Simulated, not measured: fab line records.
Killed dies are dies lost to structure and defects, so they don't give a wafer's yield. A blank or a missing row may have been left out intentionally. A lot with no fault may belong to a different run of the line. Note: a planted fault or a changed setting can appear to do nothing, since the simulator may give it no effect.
What tool caused it?    flow n5 finfet    27 wafers from 9 lots sampled at 6 of the route's 1938 steps

== WHAT EACH GAUGE READ, for each wafer ==
N5_FIN_CUT_INSPECT_17: inspects for defects (brightfield). Usual: 228 for raw defect count, sd 61.
lot   measured     on                 raw defect count  flag
L914  day 3 11:05  defect inspect-01  134 217 283       
L916  day 3 22:40  defect inspect-01  246 432 279       
L917  day 4 05:02  defect inspect-02  251 268 231       
L919  day 4 19:19  defect inspect-01  640 659 648       OFF
L920  day 4 22:22  defect inspect-01  186 221 235       
L924  day 6 00:57  defect inspect-02  690 705 585       OFF
L926  day 6 11:27  defect inspect-01  209 161 293       
L929  day 7 03:37  defect inspect-02  282 154 124       
L930  day 7 10:29  defect inspect-01  165 230 89        

N5_BEOL_M4_RC_MEAS_101. Usual: DIBL_N 36.0 mV/V, standard deviation 2; DIBL_P 36.2 mV/V, standard deviation 2.2; IOFF_N 0.16 nA/um, standard deviation 0.034; IOFF_P 0.21 nA/um, standard deviation 0.04; ION_N 675 uA/um, standard deviation 12; ION_P 463 uA/um, standard deviation 7.2; SS_N 71.6 mV/dec, standard deviation 0.6; SS_P 73.3 mV/dec, standard deviation 0.67; VT_N 250 mV, standard deviation 3; VT_P -251 mV, standard deviation 3.4.
lot   measured      on         DIBL_N (mV/V)   DIBL_P (mV/V)   IOFF_N (nA/um)  IOFF_P (nA/um)  ION_N (uA/um)  ION_P (uA/um)  SS_N (mV/dec)   SS_P (mV/dec)   VT_N (mV)    VT_P (mV)       flag
L914  day 9 23:21   prober-02  34.2 31.3 34.5  32.2 29.9 33.6  0.12 0.10 0.13  0.14 0.12 0.16  656 651 661    450 447 454    71.6 70.8 70.8  72.6 72.2 72.6  253 254 250  -257 -256 -257  
L916  day 10 01:41  prober-01  38.6 36.6 37.7  39.9 37.6 38.0  0.24 0.20 0.22  0.29 0.25 0.26  697 680 693    474 462 470    72.4 71.6 72.3  74.3 73.6 73.6  242 245 245  -245 -248 -248  
L917  day 10 05:44  prober-01  36.0 38.7 37.0  34.2 37.7 36.6  0.13 0.18 0.14  0.16 0.20 0.19  669 673 679    453 453 460    71.8 72.5 72.0  73.8 73.7 73.5  254 253 252  -255 -253 -254  
L919  day 10 18:38  prober-02  35.9 36.1 36.6  37.2 37.2 37.4  0.18 0.19 0.19  0.21 0.22 0.22  686 687 688    464 464 462    71.9 71.7 72.1  73.5 73.9 73.7  248 248 248  -253 -251 -252  
L920  day 11 02:45  prober-01  40.9 40.6 39.4  40.8 40.0 38.3  0.20 0.20 0.18  0.26 0.25 0.22  700 687 697    469 466 470    71.1 71.7 71.0  75.2 74.1 74.0  247 247 249  -249 -249 -250  
L924  day 12 04:16  prober-01  35.6 39.0 35.0  35.2 39.3 34.8  0.16 0.24 0.16  0.23 0.31 0.22  679 697 673    463 477 461    71.4 72.2 71.5  73.3 74.0 73.1  251 246 249  -246 -245 -247  
L926  day 12 15:52  prober-02  34.0 35.0 33.0  35.0 35.1 33.5  0.12 0.13 0.11  0.19 0.19 0.17  664 669 653    466 453 459    70.8 71.7 70.2  73.1 73.5 72.1  256 253 256  -253 -253 -252  
L929  day 13 21:14  prober-02  38.0 38.9 38.2  38.2 39.1 38.4  0.18 0.20 0.18  0.23 0.27 0.23  675 683 682    462 470 469    71.4 72.0 72.5  74.1 74.2 74.7  250 248 248  -248 -247 -247  
L930  day 14 02:49  prober-02  36.8 38.6 34.2  36.9 37.4 32.8  0.16 0.20 0.13  0.20 0.21 0.16  672 692 664    463 465 452    71.1 71.9 71.2  73.5 73.9 71.9  249 247 252  -253 -251 -254  

== EACH LOT AND THE TOOL THAT RAN IT (in order: tool; ch and the chambers of the sampled wafers; start) ==
lot   N5_FIN_CUT_ETCH_21                 N5_FIN_CUT_STRIP_24                N5_FIN_CUT_PRECLEAN_35             N5_FIN_CUT_CUT_ETCH_15
L914  rie diel-03 ch 1,2, day 3 10:14    rie diel-03 ch 1,2, day 3 10:34    vapor etch-02 ch 1, day 3 10:42    rie si-02 ch 0,2,3, day 3 10:47
L916  rie diel-05 ch 0,2,3, day 3 21:47  rie diel-05 ch 0,2,3, day 3 22:07  vapor etch-02 ch 1, day 3 22:14    rie si-02 ch 0,2, day 3 22:19
L917  rie diel-06 ch 1,2, day 4 04:13    rie diel-06 ch 1,2, day 4 04:32    vapor etch-02 ch 0,1, day 4 04:41  rie si-03 ch 2,3, day 4 04:45
L919  rie diel-03 ch 0,2, day 4 18:29    rie diel-03 ch 0,2, day 4 18:49    vapor etch-02 ch 0,1, day 4 18:57  rie si-01 ch 0,1,3, day 4 19:02
L920  rie diel-03 ch 0,2,3, day 4 21:22  rie diel-03 ch 0,2,3, day 4 21:41  vapor etch-01 ch 0,1, day 4 21:50  rie si-01 ch 0,2,3, day 4 21:55
L924  rie diel-06 ch 1,2,3, day 6 00:05  rie diel-06 ch 1,2,3, day 6 00:25  vapor etch-02 ch 0,1, day 6 00:34  rie si-03 ch 0,1,2, day 6 00:38
L926  rie diel-06 ch 0,1,3, day 6 10:37  rie diel-06 ch 0,1,3, day 6 10:56  vapor etch-01 ch 0,1, day 6 11:05  rie si-02 ch 0,1,2, day 6 11:10
L929  rie diel-05 ch 0,2,3, day 7 02:48  rie diel-05 ch 0,2,3, day 7 03:08  vapor etch-01 ch 0,1, day 7 03:17  rie si-01 ch 1,2, day 7 03:20
L930  rie diel-06 ch 0,3, day 7 09:40    rie diel-06 ch 0,3, day 7 09:59    vapor etch-01 ch 0,1, day 7 10:07  rie si-02 ch 1,3, day 7 10:12
- N5_FIN_CUT_ETCH_21: etches SOC in N2/H2, target depth 219 nm, overetch 43.8 nm, time 523.5 s.
- N5_FIN_CUT_STRIP_24: strips in CF4.
- N5_FIN_CUT_PRECLEAN_35: cleans in vHF, time 13.3 s.
- N5_FIN_CUT_CUT_ETCH_15: etches Si in HBr/Cl2/O2, target depth 100 nm, bt time 10 s, time 42.4 s.

== WHAT THE TOOLS THEMSELVES READ (means of the sampled wafers that have a number; where no wafer has one, the mark that the record gives instead) ==
N5_FIN_CUT_ETCH_21. Usual: drypump motor current A 5.79 A, standard deviation 0.27; n2 flow sccm 200.0 sccm, standard deviation 0.59; oes product au 0.74 a.u., standard deviation 0.078; rf vpp V 241.2 V, standard deviation 1.3; showerhead plenum p Torr 2.57 Torr, standard deviation 0.078; throttle valve pct 17.8 %, standard deviation 0.31.
lot   tool         drypump motor current A (A)  n2 flow sccm (sccm)  oes product au (a.u.)  rf vpp V (V)  showerhead plenum p Torr (Torr)  throttle valve pct (%)  flag
L914  rie diel-03  6.14                         200.1                0.76                   242.1         2.68                             17.4                    
L916  rie diel-05  5.78                         199.6                0.65                   240.8         2.55                             17.9                    
L917  rie diel-06  5.56                         200.6                0.73                   241.6         2.63                             18.0                    
L919  rie diel-03  5.65                         199.9                0.87                   242.0         2.65                             17.7                    
L920  rie diel-03  5.59                         199.8                0.83                   241.6         2.60                             17.7                    
L924  rie diel-06  5.70                         200.7                0.75                   241.2         2.56                             17.8                    
L926  rie diel-06  5.79                         199.7                0.73                   241.0         2.55                             17.6                    
L929  rie diel-05  5.76                         200.0                0.71                   241.1         2.55                             17.8                    
L930  rie diel-06  6.04                         200.3                0.71                   241.3         2.50                             17.6                    

N5_FIN_CUT_STRIP_24. Usual: drypump motor current A 5.78 A, standard deviation 0.27; oes product au 0.79 a.u., standard deviation 0.083; rf vpp V 271.5 V, standard deviation 1.4; showerhead plenum p Torr 1.81 Torr, standard deviation 0.056; throttle valve pct 13.53 %, standard deviation 0.27.
lot   tool         drypump motor current A (A)  oes product au (a.u.)  rf vpp V (V)  showerhead plenum p Torr (Torr)  throttle valve pct (%)  flag
L914  rie diel-03  6.11                         0.81                   273.7         1.88                             13.20                   
L916  rie diel-05  5.77                         0.69                   271.1         1.81                             13.78                   
L917  rie diel-06  5.55                         0.78                   272.7         1.85                             13.65                   
L919  rie diel-03  5.62                         0.94                   273.3         1.87                             13.29                   
L920  rie diel-03  5.59                         0.89                   271.6         1.83                             13.38                   
L924  rie diel-06  5.71                         0.79                   271.3         1.80                             13.48                   
L926  rie diel-06  5.79                         0.79                   271.4         1.80                             13.49                   
L929  rie diel-05  5.77                         0.76                   271.0         1.80                             13.64                   
L930  rie diel-06  6.03                         0.77                   271.1         1.76                             13.52                   

N5_FIN_CUT_PRECLEAN_35. Usual: drypump motor current A 5.85 A, standard deviation 0.22; foreline p Torr 0.1280 Torr, standard deviation 0.00037.
lot   tool           drypump motor current A (A)  foreline p Torr (Torr)  flag
L914  vapor etch-02  5.37                         0.1280                  
L916  vapor etch-02  5.36                         0.1278                  
L917  vapor etch-02  5.56                         0.1281                  
L919  vapor etch-02  5.54                         0.1280                  
L920  vapor etch-01  6.00                         0.1280                  
L924  vapor etch-02  5.55                         0.1283                  
L926  vapor etch-01  5.94                         0.1281                  
L929  vapor etch-01  5.92                         0.1282                  
L930  vapor etch-01  5.96                         0.1283                  

N5_FIN_CUT_CUT_ETCH_15. Usual: drypump motor current A 5.7 A, standard deviation 0.5; oes_o_777_au 0.99 a.u., standard deviation 0.03; oes product au 1.003 a.u., standard deviation 0.017; throttle valve pct 37.15 %, standard deviation 0.2.
lot   tool       drypump motor current A (A)  oes_o_777_au (a.u.)  oes product au (a.u.)  throttle valve pct (%)  flag
L914  rie si-02  5.7                          0.98                 0.987                  37.10                   
L916  rie si-02  5.4                          0.97                 0.987                  36.99                   
L917  rie si-03  5.9                          0.99                 0.992                  37.13                   
L919  rie si-01  6.0                          1.00                 1.020                  37.04                   
L920  rie si-01  6.2                          1.02                 1.018                  37.14                   
L924  rie si-03  5.1                          1.00                 1.009                  37.32                   
L926  rie si-02  5.8                          0.99                 0.998                  37.09                   
L929  rie si-01  5.5                          0.98                 1.001                  36.95                   
L930  rie si-02  6.2                          1.03                 1.005                  37.37                   

== THE ANSWER, worked out from the rows above alone ==
Rule: lot off if the mean of its wafers having a number is beyond 3 standard deviations from the usual mean. Also off: a lot with no number at a reading for which 4 or more lots have one. Where the step has rows for the other lots, those lots are counted as sound. The gauges are gone through in route order, then the tools' own readings, and for those a lot's mean is taken as printed above. The first step at which some lot is off is used, and at that step the reading that is off furthest; a lot without a number counts as furthest.
Off, at N5_FIN_CUT_INSPECT_17 on raw defect count: L919, L924.
If a tool, at a process step before that reading, ran all the lots that are off and no sound lot after the first of them, it fits. Those tools and the gauges at N5_FIN_CUT_INSPECT_17 are tried in the same way. One candidate fits, namely vapor etch-02 at N5_FIN_CUT_PRECLEAN_35. Its last sound lot is L917 (day 4 04:41), its first lot that is off L919 (day 4 18:57): a fault that began between those two fits.

== WHAT THE SIMULATOR PUT IN ==
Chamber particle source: vapor etch-02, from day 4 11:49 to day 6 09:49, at N5_FIN_CUT_PRECLEAN_35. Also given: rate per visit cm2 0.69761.
Struck lots among those shown: L919, L924. The rule given above showed the same thing.
